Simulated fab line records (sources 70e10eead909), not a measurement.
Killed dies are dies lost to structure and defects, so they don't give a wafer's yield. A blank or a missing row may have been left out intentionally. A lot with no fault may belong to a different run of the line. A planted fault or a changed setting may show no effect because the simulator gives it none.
A struck lot beside a sound one -- flow nandHarc -- 15 steps out of a route of 1302
Sound: the wafers L731.3, L731.4, L731.6. Struck: wafers L749.2, L749.5 (left out: L749.4, a lot-mate that was not struck); the cause follows at the end.
Order at every step that has rows: each side's tool, ch and its chambers, its first start. Under that, the readings that differ: sound wafers -- struck wafers -- difference of the means -- sigmas: that difference in standard deviations of wafers without a fault.
alike: same words and numbers on both sides, and readings whose means sit less than 2 such deviations apart. not compared: any withheld reading, any reading some wafer has no value for, any bound like >300 that may hide the same value, and any number with overlapping values for which the record gives no deviation.
The two part at a step that has a row with sigmas, a row that says differs or no value, or rows on one side only. Non-overlapping numbers with no deviation appear without sigmas and do not part them. Lack of a reading on every wafer of one side parts them only where that side has two or more wafers.

first, 8 steps without rows for these wafers: NHARC_P_M1_HMDS_02 (time 30 s); NHARC_P_M1_COAT_34 (time 65 s); NHARC_P_M1_COAT_03 (resist thk 90 nm); NHARC_P_M1_SOFTBAKE_04 (time 55 s); NHARC_P_M1_EBR_05; NHARC_P_M1_EXPOSE_06 (exposes mask P M1, target cd 130 nm); NHARC_P_M1_PEB_07 (peb time 65 s); NHARC_P_M1_DEVELOP_08 (develop time 35 s).
NHARC_P_M1_CD_MEAS_09: target cd 130 nm.
  sound on cdSem-03 ch 0, day 6 22:50; struck on cdSem-01 ch 0, day 14 13:34
  alike: cdNm
NHARC_P_M1_OVL_MEAS_10: pitch 260 nm.
  sound on overlay-01, day 6 22:55; struck on overlay-01, day 14 13:38
  alike: overlayXNm, overlayYNm
NHARC_P_M1_INSPECT_11:
  sound on defectInspect-02, day 6 22:58; struck on defectInspect-01, day 14 13:41
  alike: rawDefectCount
NHARC_P_M1_DESCUM_14: chemistry O2, time 3 s.
  sound on rieDiel-03 ch 0,2,3, day 6 23:01; struck on rieDiel-06 ch 1,3, day 14 13:46
  alike: drypumpMotorCurrentA, oesProductAu, rfVppV, showerheadPlenumPTorr, throttleValvePct
  not compared: rfHoursCounterH
NHARC_P_M1_ETCH_35: etches the open film in N2/H2, target depth 40 nm, overetch 12 nm, time 43.94 s.
  sound on rieDiel-03 ch 0,2, day 6 23:07; struck on rieDiel-06 ch 2,3, day 14 13:51
reading,sound,struck,difference,sigmas
oesProductAu (a.u.),1.011 0.993 1.008,0.819 0.825,-0.182,-15
  alike: drypumpMotorCurrentA, rfVppV, showerheadPlenumPTorr, throttleValvePct
  not compared: rfHoursCounterH
NHARC_P_M1_ETCH_15: etches the open film in C4F8/Ar, target depth 182.5 nm, time 91.2 s.
  sound: rieDiel-03 ch 2,3; struck: rieDiel-06 ch 1,2
  alike: oesProductAu, rfVppV
  not compared: rfHoursCounterH
NHARC_END_SORT_01:
  the record has rows for the sound wafers here (prober-02 ch 0, day 25 10:16) and none for the struck ones

## WHERE THEY PART
First at NHARC_P_M1_ETCH_35; last, within this record, at NHARC_END_SORT_01.

WHY: the cause the simulator had injected
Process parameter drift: rieDiel-06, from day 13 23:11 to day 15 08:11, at NHARC_P_M1_ETCH_35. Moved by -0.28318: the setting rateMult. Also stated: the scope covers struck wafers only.
